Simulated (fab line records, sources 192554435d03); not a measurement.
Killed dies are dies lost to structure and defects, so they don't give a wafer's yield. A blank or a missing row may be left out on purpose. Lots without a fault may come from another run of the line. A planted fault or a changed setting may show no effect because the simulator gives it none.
fab line records | flow n5_finfet
record lots=12 wafers=36 last_day=20
route steps=1938 shown MOL_CONTACT_COAG@549 PASSIVATION@1936
lots that met no fault: from a run of the same line without faults
start_h: hours from the record's first day to the start of the lot's first wafer shown | wait_h: hours since the lot's step before | " the same as in the row above | L1.1+2: a row that stands for several wafers | - no value, or no start given | * or withheld: withheld | < > ~ a bound
route shown NAME@n: a module of which the file shows steps, and the number in the route of the first | usual: mean/standard deviation of fault-free wafers | same: alike in all rows | chamber/n: place in a boat | sites: the reading at each site | _std_site: their standard deviation | _edge_site: outer sites' mean less inner sites' | radius_mm: how far each site lies from the wafer's centre | mask NAME#n: copy n | behind: the tool/chamber that last shaped the wafer | hold: why the lot was held/for how many hours/how that ended | device: the transistor (n, p or np) that didn't switch | end of line: the same wafers' tests at the end of the route | a step without rows: its recipe alone | killed: dies lost to structure and defects at the first sort, not the wafer's yield | map: a wafer's dies, x killed, . not, _ none there
set.NAME: the setting as run; set.NAME@STEP: as run at that earlier step | model.NAME: the simulator's own value behind a step, which no gauge read
steps of the route over a sample of lots; a table a step, a row a wafer
services: from which hour (start_h, from the record's first day; less than 0 if before it) a tool's chamber was out of use, for how many hours, and why
## steps
# step N5_MOL_CONTACT_COAG_ANNEAL_113
# recipe temp_c=400 time_s=300 ambient=H2/N2
# usual lamp_power_pct=2.83/0.03 lamp_zone_1_pct=2.83/0.03 wafer_temp_C_max=401.20/0.29
# columns lot.wafer tool chamber start_h wait_h lamp_power_pct lamp_zone_1_pct wafer_temp_C_max
L331.1 rtp_anneal-02 0 90.97 0.3 2.81 2.80 400.94
L331.4 " 0 " " 2.81 2.80 400.96
L331.6 " 0 " " 2.81 2.81 400.80
L335.1 rtp_anneal-02 0 112.54 0.5 2.80 2.81 401.54
L335.4 " 0 " " 2.81 2.81 400.91
L335.6 " 0 " " 2.81 2.80 401.17
L336.4 rtp_anneal-01 0 122.73 0.5 2.87 2.87 400.91
L336.5 " 0 " " 2.87 2.87 400.97
L336.6 " 0 " " 2.87 2.87 401.40
L338.1 rtp_anneal-01 0 135.00 0.3 2.87 2.87 400.97
L338.4 " 0 " " 2.86 2.87 400.78
L338.5 " 0 " " 2.87 2.87 400.94
L339.1 rtp_anneal-01 0 140.05 0.3 2.87 2.87 401.35
L339.5 " 0 " " 2.87 2.87 401.21
L339.6 " 0 " " 2.87 2.86 401.00
L340.1 rtp_anneal-02 0 146.79 0.4 2.81 2.81 401.79
L340.4 " 0 " " 2.81 2.80 401.05
L340.6 " 0 " " 2.80 2.81 402.12
L341.2 rtp_anneal-01 0 152.81 0.5 2.87 2.86 401.21
L341.3 " 0 " " 2.87 2.87 400.84
L341.5 " 0 " " 2.86 2.87 401.33
L344.4 rtp_anneal-02 0 172.90 0.7 2.81 2.80 401.46
L344.5 " 0 " " 2.80 2.81 401.63
L344.6 " 0 " " 2.81 2.80 400.93
L349.2 rtp_anneal-02 0 202.10 0.5 2.80 2.80 401.13
L349.4 " 0 " " 2.81 2.80 401.14
L349.5 " 0 " " 2.81 2.81 400.91
L352.1 rtp_anneal-01 0 219.46 0.4 2.87 2.86 400.90
L352.3 " 0 " " 2.87 2.87 400.99
L352.6 " 0 " " 2.87 2.87 401.15
L353.2 rtp_anneal-01 0 226.78 0.5 2.87 2.87 401.13
L353.4 " 0 " " 2.86 2.87 401.25
L353.6 " 0 " " 2.86 2.87 401.65
L354.1 rtp_anneal-02 0 250.55 0.3 2.80 2.80 401.70
L354.2 " 0 " " 2.80 2.80 401.36
L354.5 " 0 " " 2.81 2.81 401.58
# step N5_MOL_CONTACT_COAG_PRE_CLEAN_142
# recipe gas=H2/He time_s=60 temp_c=300
# usual heater_power_w=457/28
# columns lot.wafer tool chamber start_h wait_h heater_power_w
L331.1 pvd_sputter-03 - 92.94 1.7 453
L331.4 " - " " 489
L331.6 " - " " 425
L335.1 pvd_sputter-02 - 114.70 1.9 486
L335.4 " - " " 478
L335.6 " - " " 509
L336.4 pvd_sputter-03 - 123.90 1.0 452
L336.5 " - " " 431
L336.6 " - " " 444
L338.1 pvd_sputter-02 - 135.96 0.8 445
L338.4 " - " " 491
L338.5 " - " " 491
L339.1 pvd_sputter-01 - 142.40 2.2 463
L339.5 " - " " 403
L339.6 " - " " 447
L340.1 pvd_sputter-03 - 150.97 4.0 458
L340.4 " - " " 449
L340.6 " - " " 444
L341.2 pvd_sputter-01 - 154.42 1.5 460
L341.3 " - " " 419
L341.5 " - " " 484
L344.4 pvd_sputter-01 - 175.26 2.2 468
L344.5 " - " " 410
L344.6 " - " " 445
L349.2 pvd_sputter-03 - 204.62 2.4 433
L349.4 " - " " 452
L349.5 " - " " 460
L352.1 pvd_sputter-03 - 222.11 2.5 417
L352.3 " - " " 454
L352.6 " - " " 443
L353.2 pvd_sputter-02 - 229.15 2.2 487
L353.4 " - " " 492
L353.6 " - " " 485
L354.1 pvd_sputter-01 - 251.49 0.8 463
L354.2 " - " " 407
L354.5 " - " " 410
# step N5_MOL_CONTACT_COAG_SPUTTER_130
# recipe material=Co target_thk_a=475 temp_c=25 chamber_pressure_pa=0.5 power_w=3000
# usual throttle_valve_pct=30.5/0.7
# columns lot.wafer tool chamber start_h wait_h throttle_valve_pct
L331.1 pvd_sputter-03 - 93.00 0.0 29.3
L331.4 " - " " 30.3
L331.6 " - " " 30.6
L335.1 pvd_sputter-02 - 114.76 0.0 30.1
L335.4 " - " " 31.0
L335.6 " - " " 30.2
L336.4 pvd_sputter-03 - 123.96 0.0 29.6
L336.5 " - " " 31.0
L336.6 " - " " 29.5
L338.1 pvd_sputter-02 - 136.02 0.0 29.7
L338.4 " - " " 31.0
L338.5 " - " " 30.3
L339.1 pvd_sputter-01 - 142.46 0.0 31.7
L339.5 " - " " 31.6
L339.6 " - " " 31.8
L340.1 pvd_sputter-03 - 151.03 0.0 29.4
L340.4 " - " " 30.1
L340.6 " - " " 30.1
L341.2 pvd_sputter-01 - 154.48 0.0 31.8
L341.3 " - " " 31.3
L341.5 " - " " 31.0
L344.4 pvd_sputter-01 - 175.32 0.0 30.8
L344.5 " - " " 31.3
L344.6 " - " " 31.6
L349.2 pvd_sputter-03 - 204.68 0.0 30.7
L349.4 " - " " 29.4
L349.5 " - " " 29.6
L352.1 pvd_sputter-03 - 222.17 0.0 30.9
L352.3 " - " " 29.6
L352.6 " - " " 30.2
L353.2 pvd_sputter-02 - 229.21 0.0 29.9
L353.4 " - " " 30.2
L353.6 " - " " 30.3
L354.1 pvd_sputter-01 - 251.55 0.0 31.0
L354.2 " - " " 31.3
L354.5 " - " " 31.3
# step N5_MOL_CONTACT_COAG_STRIP_96
# recipe chemistry=N2/H2 power_w=500 temp_c=40 pressure_mtorr=50 rf_frequency_hz=6e+07 overash_fraction=0.3 bias_power_w=28 h2_frac=0.5 n2_flow_sccm=300 h2_flow_sccm=300
# usual drypump_motor_current_A=5.6/0.53 oes_product_au=0.83/0.09 power_w=500.0/1.5 rf_vpp_V=122.0/1.3 showerhead_plenum_p_Torr=3.40/0.14 throttle_valve_pct=18.9/0.31
# columns lot.wafer tool chamber start_h wait_h drypump_motor_current_A oes_product_au power_w rf_hours_counter_h rf_vpp_V showerhead_plenum_p_Torr throttle_valve_pct
L331.1 rie_diel-03 1 98.27 0.0 6.5 0.92 498.9 27 123.5 3.58 18.9
L331.4 " 1 " " 6.5 0.93 499.7 - 123.0 3.58 18.9
L331.6 " 3 " " 4.9 0.75 501.2 - 121.2 3.47 19.5
L335.1 rie_diel-04 1 119.17 0.0 5.1 0.96 501.0 1 122.4 3.59 18.9
L335.4 " 0 " " 5.3 0.93 499.3 17 120.6 3.30 18.8
L335.6 " 0 " " 5.3 0.93 498.7 - 118.4 3.30 18.8
L336.4 rie_diel-01 1 128.99 0.0 5.1 0.91 499.9 22 124.3 3.57 18.7
L336.5 " 0 " " 5.8 0.82 500.3 - 123.4 3.39 18.5
L336.6 " 3 " " 6.3 0.91 501.6 - 121.9 3.30 19.0
L338.1 rie_diel-03 1 141.16 0.0 6.5 0.89 500.8 42 122.9 3.57 18.9
L338.4 " 2 " " 5.3 0.73 502.4 188 120.0 3.22 19.2
L338.5 " 1 " " 6.5 0.90 500.2 - 122.2 3.57 18.9
L339.1 rie_diel-01 0 147.48 0.0 5.8 0.81 498.9 83 123.7 3.38 18.6
L339.5 " 1 " " 5.1 0.90 501.5 - 123.5 3.57 18.8
L339.6 " 3 " " 6.3 0.92 499.8 - 121.5 3.30 19.0
L340.1 rie_diel-03 0 155.57 0.0 5.5 0.69 498.5 246 121.7 3.29 18.6
L340.4 " 3 " " 4.9 0.71 502.0 - 122.0 3.46 19.5
L340.6 " 1 " " 6.5 0.89 500.2 - 123.3 3.56 19.0
L341.2 rie_diel-03 3 161.72 0.0 4.9 0.73 432.0 204 121.2 3.46 19.5
L341.3 " 2 " " 5.3 0.74 427.8 193 122.2 3.21 19.2
L341.5 " 3 " " 4.8 0.71 428.0 - 123.1 3.46 19.5
L344.4 rie_diel-03 2 180.48 0.1 5.3 0.73 431.7 - 120.5 3.21 19.3
L344.5 " 1 " " 6.5 0.87 429.7 - 122.5 3.56 19.0
L344.6 " 2 " " 5.3 0.72 429.8 - 120.6 3.21 19.3
L349.2 rie_diel-01 2 209.08 0.0 5.4 0.91 500.4 29 124.8 3.56 18.7
L349.4 " 1 " " 5.1 0.87 499.9 46 122.8 3.56 18.8
L349.5 " 1 " " 5.1 0.87 498.5 - 121.3 3.56 18.8
L352.1 rie_diel-04 3 227.42 0.0 6.0 0.96 501.0 8 123.0 3.57 18.7
L352.3 " 0 " " 5.4 0.85 503.4 56 120.3 3.28 18.8
L352.6 " 2 " " 6.1 0.79 500.3 - 121.1 3.37 18.7
L353.2 rie_diel-01 1 234.06 0.0 5.1 0.85 500.1 54 122.6 3.55 18.8
L353.4 " 3 " " 6.3 0.87 501.4 48 122.8 3.28 19.0
L353.6 " 2 " " 5.4 0.89 498.1 - 122.4 3.56 18.7
L354.1 rie_diel-01 0 256.00 0.0 5.7 0.78 499.7 119 121.4 3.36 18.6
L354.2 " 2 " " 5.4 0.87 501.2 46 123.8 3.55 18.7
L354.5 " 2 " " 5.4 0.87 500.1 - 121.3 3.55 18.8
# step N5_PASSIVATION_PROBE_49
# usual killed_at_M0_to_M3=36/11 killed_at_M4_up=14/5.6 killed_at_contacts=11/5.6 killed_at_front_end=40/12 killed_at_other=4/3.2 killed_dies=105/17 killed_on_rim=14/3.4 killed_open=69/12 killed_short=34/8.4
# same gross_dies=1180 killed_at_back_side=0
# columns lot.wafer tool chamber start_h wait_h killed_at_M0_to_M3 killed_at_M4_up killed_at_contacts killed_at_front_end killed_at_other killed_dies killed_on_rim killed_open killed_short
L331.1 prober-01 - 310.81 0.0 55 21 1 43 2 122 20 92 30
L331.4 prober-01 - 310.96 0.2 27 10 6 34 2 79 7 61 18
L331.6 prober-01 - 311.06 0.3 37 9 15 38 3 102 17 65 37
L335.1 prober-01 - 339.11 0.0 21 6 10 39 1 77 8 46 31
L335.4 prober-01 - 339.26 0.2 32 9 2 47 2 92 13 53 39
L335.6 prober-01 - 339.36 0.3 22 9 6 38 5 80 8 60 20
L338.1 prober-01 - 343.21 0.0 51 14 12 44 7 128 14 77 50
L338.4 prober-01 - 343.36 0.2 49 8 10 29 6 102 14 64 37
L338.5 prober-01 - 343.41 0.2 33 14 11 41 5 104 14 67 37
L340.1 prober-02 - 357.41 0.0 33 11 3 33 1 81 12 51 27
L340.4 prober-02 - 357.56 0.2 32 13 12 33 6 96 12 60 30
L340.6 prober-02 - 357.66 0.3 36 8 16 40 1 101 15 70 31
L339.1 prober-02 - 363.07 0.0 46 26 12 42 6 132 18 96 34
L339.5 prober-02 - 363.27 0.2 34 23 7 23 5 92 16 64 27
L339.6 prober-02 - 363.32 0.3 50 20 11 55 2 138 14 95 42
L341.2 prober-01 - 367.47 0.1 42 14 8 28 0 92 12 57 34
L341.3 prober-01 - 367.52 0.1 47 16 6 41 2 112 12 67 43
L341.5 prober-01 - 367.62 0.2 52 9 7 39 4 111 10 61 50
L344.4 prober-01 - 382.69 0.2 60 17 8 33 1 119 10 75 43
L344.5 prober-01 - 382.74 0.2 32 13 15 61 0 121 14 88 31
L344.6 prober-01 - 382.79 0.3 33 15 7 49 0 104 16 71 32
L349.2 prober-01 - 412.54 0.1 51 20 8 33 2 114 18 69 42
L349.4 prober-01 - 412.64 0.2 42 8 13 23 2 88 12 59 28
L349.5 prober-01 - 412.69 0.2 45 16 22 34 4 121 12 75 46
L352.1 prober-02 - 443.28 0.0 27 21 20 23 1 92 16 74 18
L352.3 prober-02 - 443.38 0.1 28 6 15 34 1 84 15 56 27
L352.6 prober-02 - 443.53 0.3 43 22 20 49 9 143 14 97 46
# killed by level:class
L331.1 BEOL_M2:geometric_particle:open=22 STI_FIN_REVEAL:geometric_particle:open=18 BEOL_M3:geometric_particle:open=10 BEOL_M0_SAQP:geometric_particle:open=7 BEOL_M5:geometric_particle:open=6 BEOL_M4:geometric_particle:open=6 STARTING-WAFER:geometric_particle:short=5 BEOL_M2:geometric_particle:short=4
L331.4 FIN_SAQP:geometric_particle:open=13 BEOL_M3:geometric_particle:open=9 STI_FIN_REVEAL:geometric_particle:open=6 BEOL_M2:geometric_particle:open=6 BEOL_M0_SAQP:geometric_particle:short=6 FIN_SAQP:geometric_particle:short=5 BEOL_M0_SAQP:geometric_particle:open=5 BEOL_M4:geometric_particle:open=5
L331.6 MOL_CONTACT_COAG:geometric_particle:open=13 BEOL_M2:geometric_particle:open=12 FIN_SAQP:geometric_particle:short=8 BEOL_M0:geometric_particle:open=6 STI_FIN_REVEAL:geometric_particle:open=5 GATE_CUT:geometric_particle:short=5 BEOL_M3:geometric_particle:open=5 DUMMY_GATE:geometric_particle:open=4
L335.1 FIN_SAQP:geometric_particle:short=14 BEOL_M2:geometric_particle:open=11 MOL_CONTACT_COAG:geometric_particle:open=10 GATE_CUT:geometric_particle:short=7 FIN_SAQP:geometric_particle:open=5 BEOL_M0_SAQP:geometric_particle:short=4 STARTING-WAFER:geometric_particle:open=4 STI_FIN_REVEAL:geometric_particle:open=3
L335.4 BEOL_M2:geometric_particle:open=14 FIN_SAQP:geometric_particle:open=10 FIN_SAQP:geometric_particle:short=10 STI_FIN_REVEAL:geometric_particle:open=6 BEOL_M2:geometric_particle:short=5 DUMMY_GATE:geometric_particle:open=4 GATE_CUT:geometric_particle:short=4 STARTING-WAFER:geometric_particle:short=4
L335.6 BEOL_M2:geometric_particle:open=8 FIN_SAQP:geometric_particle:open=7 STI_FIN_REVEAL:geometric_particle:open=7 GATE_CUT:geometric_particle:short=7 MOL_CONTACT_COAG:geometric_particle:open=6 BEOL_M1:geometric_particle:open=6 FIN_SAQP:geometric_particle:short=3 DUMMY_GATE:geometric_particle:open=3
L338.1 BEOL_M0_SAQP:geometric_particle:short=16 BEOL_M3:geometric_particle:open=11 STI_FIN_REVEAL:geometric_particle:open=10 MOL_CONTACT_COAG:geometric_particle:open=9 BEOL_M0_SAQP:geometric_particle:open=8 FIN_SAQP:geometric_particle:open=7 BEOL_M3:geometric_particle:short=7 BEOL_M2:geometric_particle:open=5
L338.4 BEOL_M1:geometric_particle:open=14 MOL_CONTACT_COAG:geometric_particle:open=8 BEOL_M2:geometric_particle:open=7 BEOL_M0_SAQP:geometric_particle:open=7 BEOL_M0_SAQP:geometric_particle:short=7 FIN_SAQP:geometric_particle:open=6 STI_FIN_REVEAL:geometric_particle:open=6 BEOL_M1:geometric_particle:short=5
L338.5 BEOL_M1:geometric_particle:open=9 STI_FIN_REVEAL:geometric_particle:open=9 BEOL_M0_SAQP:geometric_particle:short=9 DUMMY_GATE:geometric_particle:open=7 MOL_CONTACT_COAG:geometric_particle:open=7 FIN_SAQP:geometric_particle:open=5 BEOL_M6:geometric_particle:open=5 BEOL_M2:geometric_particle:open=5
L340.1 BEOL_M0_SAQP:geometric_particle:open=10 FIN_SAQP:geometric_particle:open=7 BEOL_M0_SAQP:geometric_particle:short=7 FIN_SAQP:geometric_particle:short=6 BEOL_M2:geometric_particle:open=5 BEOL_M3:geometric_particle:open=5 STI_FIN_REVEAL:geometric_particle:open=4 BEOL_M4:geometric_particle:open=4
L340.4 BEOL_M0_SAQP:geometric_particle:short=9 BEOL_M3:geometric_particle:open=9 MOL_CONTACT_COAG:geometric_particle:open=8 DUMMY_GATE:geometric_particle:open=7 FIN_SAQP:geometric_particle:open=6 BEOL_M0_SAQP:geometric_particle:open=5 BEOL_M4:geometric_particle:open=5 MOL_CONTACT_COAG:geometric_particle:short=4
L340.6 FIN_SAQP:geometric_particle:short=14 MOL_CONTACT_COAG:geometric_particle:open=14 BEOL_M1:geometric_particle:open=10 STI_FIN_REVEAL:geometric_particle:open=9 FIN_SAQP:geometric_particle:open=7 BEOL_M0_SAQP:geometric_particle:open=7 BEOL_M3:geometric_particle:open=7 BEOL_M5:geometric_particle:open=4
L339.1 BEOL_M4:geometric_particle:open=15 BEOL_M0_SAQP:geometric_particle:open=12 MOL_CONTACT_COAG:geometric_particle:open=11 FIN_SAQP:geometric_particle:open=10 STI_FIN_REVEAL:geometric_particle:open=10 BEOL_M0_SAQP:geometric_particle:short=9 BEOL_M1:geometric_particle:open=8 BEOL_M3:geometric_particle:open=7
L339.5 BEOL_M4:geometric_particle:open=13 BEOL_M2:geometric_particle:open=8 MOL_CONTACT_COAG:geometric_particle:open=7 BEOL_M0_SAQP:geometric_particle:short=7 BEOL_M0_SAQP:geometric_particle:open=7 BEOL_M1:geometric_particle:open=7 FIN_SAQP:geometric_particle:open=5 FIN_SAQP:geometric_particle:short=3
L339.6 STI_FIN_REVEAL:geometric_particle:open=23 FIN_SAQP:geometric_particle:open=13 BEOL_M0_SAQP:geometric_particle:short=13 MOL_CONTACT_COAG:geometric_particle:open=9 BEOL_M4:geometric_particle:open=9 BEOL_M0_SAQP:geometric_particle:open=8 BEOL_M1:geometric_particle:open=6 BEOL_M3:geometric_particle:open=6
L341.2 BEOL_M0_SAQP:geometric_particle:short=11 BEOL_M3:geometric_particle:open=10 FIN_SAQP:geometric_particle:short=7 MOL_CONTACT_COAG:geometric_particle:open=7 BEOL_M2:geometric_particle:open=6 BEOL_M4:geometric_particle:open=6 BEOL_M0_SAQP:geometric_particle:open=5 FIN_SAQP:geometric_particle:open=4
L341.3 BEOL_M3:geometric_particle:open=17 FIN_SAQP:geometric_particle:short=16 FIN_SAQP:geometric_particle:open=10 BEOL_M0_SAQP:geometric_particle:short=8 BEOL_M4:geometric_particle:open=7 BEOL_M0_SAQP:geometric_particle:open=6 MOL_CONTACT_COAG:geometric_particle:open=4 BEOL_M3:geometric_particle:short=4
L341.5 BEOL_M0_SAQP:geometric_particle:short=14 FIN_SAQP:geometric_particle:open=12 FIN_SAQP:geometric_particle:short=12 BEOL_M0_SAQP:geometric_particle:open=9 BEOL_M1:geometric_particle:open=9 MOL_CONTACT_COAG:geometric_particle:open=5 BEOL_M2:geometric_particle:short=5 BEOL_M3:geometric_particle:open=5
L344.4 BEOL_M0_SAQP:geometric_particle:open=25 BEOL_M0_SAQP:geometric_particle:short=20 FIN_SAQP:geometric_particle:open=7 MOL_CONTACT_COAG:geometric_particle:open=7 BEOL_M4:geometric_particle:open=5 STARTING-WAFER:geometric_particle:short=5 GATE_CUT:geometric_particle:short=4 BEOL_M2:geometric_particle:open=4
L344.5 FIN_SAQP:geometric_particle:open=30 MOL_CONTACT_COAG:geometric_particle:open=13 BEOL_M0_SAQP:geometric_particle:short=11 BEOL_M0_SAQP:geometric_particle:open=9 STI_FIN_REVEAL:geometric_particle:open=9 FIN_SAQP:geometric_particle:short=7 BEOL_M1:geometric_particle:open=5 STARTING-WAFER:geometric_particle:open=5
L344.6 STI_FIN_REVEAL:geometric_particle:open=21 BEOL_M0_SAQP:geometric_particle:short=12 BEOL_M0_SAQP:geometric_particle:open=11 FIN_SAQP:geometric_particle:open=9 BEOL_M4:geometric_particle:open=7 GATE_CUT:geometric_particle:short=5 MOL_CONTACT_COAG:geometric_particle:open=5 BEOL_M5:geometric_particle:open=5
L349.2 STI_FIN_REVEAL:geometric_particle:open=12 BEOL_M0_SAQP:geometric_particle:short=12 BEOL_M0_SAQP:geometric_particle:open=12 BEOL_M4:geometric_particle:short=8 FIN_SAQP:geometric_particle:open=7 MOL_CONTACT_COAG:geometric_particle:open=6 BEOL_M1:geometric_particle:open=6 BEOL_M2:geometric_particle:short=6
L349.4 MOL_CONTACT_COAG:geometric_particle:open=13 BEOL_M0_SAQP:geometric_particle:open=13 FIN_SAQP:geometric_particle:open=8 BEOL_M0_SAQP:geometric_particle:short=7 FIN_SAQP:geometric_particle:short=5 BEOL_M3:geometric_particle:open=5 BEOL_M3:geometric_particle:short=5 BEOL_M2:geometric_particle:open=4
L349.5 MOL_CONTACT_COAG:geometric_particle:open=17 FIN_SAQP:geometric_particle:open=12 BEOL_M0_SAQP:geometric_particle:short=12 FIN_SAQP:geometric_particle:short=11 BEOL_M3:geometric_particle:open=9 BEOL_M0_SAQP:geometric_particle:open=8 BEOL_M2:geometric_particle:open=7 BEOL_M4:geometric_particle:open=7
L352.1 MOL_CONTACT_COAG:geometric_particle:open=18 BEOL_M4:geometric_particle:open=17 BEOL_M2:geometric_particle:open=12 DUMMY_GATE:geometric_particle:open=7 FIN_SAQP:geometric_particle:short=6 BEOL_M0:geometric_particle:open=4 FIN_SAQP:geometric_particle:open=3 BEOL_M3:geometric_particle:open=3
L352.3 MOL_CONTACT_COAG:geometric_particle:open=12 BEOL_M2:geometric_particle:open=9 STI_FIN_REVEAL:geometric_particle:open=7 BEOL_M0_SAQP:geometric_particle:open=6 STARTING-WAFER:geometric_particle:short=5 FIN_SAQP:geometric_particle:short=4 DUMMY_GATE:geometric_particle:open=4 FIN_SAQP:geometric_particle:open=3
L352.6 BEOL_M4:geometric_particle:open=17 MOL_CONTACT_COAG:geometric_particle:open=16 BEOL_M2:geometric_particle:open=13 STI_FIN_REVEAL:geometric_particle:open=11 FIN_SAQP:geometric_particle:short=10 DUMMY_GATE:geometric_particle:open=8 BEOL_M2:geometric_particle:short=8 GATE_CUT:geometric_particle:short=7
## services
# columns tool chamber start_h hours kind
rie_diel-01 3 67.95 - clean
rie_diel-01 3 67.95 - consumable_replace:focus_ring
rie_diel-01 3 67.95 17.7 scheduled_down
rie_diel-01 3 67.95 17.7 vent_cycle
rie_diel-01 2 85.67 - clean
rie_diel-01 2 85.67 - consumable_replace:focus_ring
rie_diel-01 2 85.67 - consumable_replace:showerhead
rie_diel-01 2 85.67 16.1 scheduled_down
rie_diel-01 2 85.67 16.1 vent_cycle
pvd_sputter-01 - 88.43 11.4 repair
rie_diel-04 1 92.78 - clean
rie_diel-04 1 92.78 - consumable_replace:focus_ring
rie_diel-04 1 92.78 - consumable_replace:showerhead
rie_diel-04 3 103.26 4.3 repair
pvd_sputter-01 - 115.28 5.0 repair
rie_diel-01 - 129.43 10.9 repair
pvd_sputter-01 - 137.31 1.3 repair
rie_diel-04 3 138.33 9.4 repair
rie_diel-01 2 143.52 8.2 repair
pvd_sputter-03 - 164.50 2.8 repair
rie_diel-03 0 165.44 - clean
rie_diel-03 0 165.44 - consumable_replace:focus_ring
rie_diel-03 0 165.44 20.8 scheduled_down
rie_diel-03 0 165.44 20.8 vent_cycle
## key
first_sign step=N5_MOL_CONTACT_COAG_STRIP_96 reading=power_w direction=down sigmas=46 usual=* struck=*
effect none on later readings
met_at N5_MOL_CONTACT_COAG_STRIP_96
struck_lots L341,L344
tester_left_out L341,L344
not_acting_at N5_MOL_CONTACT_COAG_ANNEAL_113,N5_MOL_CONTACT_COAG_PRE_CLEAN_142,N5_MOL_CONTACT_COAG_SPUTTER_130
onset_between 155.57 161.72
fault kind=process_parameter_drift tool=rie_diel-03 chamber=- onset_h=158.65 steps=N5_MOL_CONTACT_COAG_STRIP_96 channel=power_w offset=* shape=step end_h=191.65 acts_in=* stated=*
# tester_left_out: of these lots the tester's yield and bins aren't shown, on N5 and GAA mostly nor the transistor test; their killed dies are dies lost to structure and defects alone, not to doping, threshold or leakage, so they don't give the yield
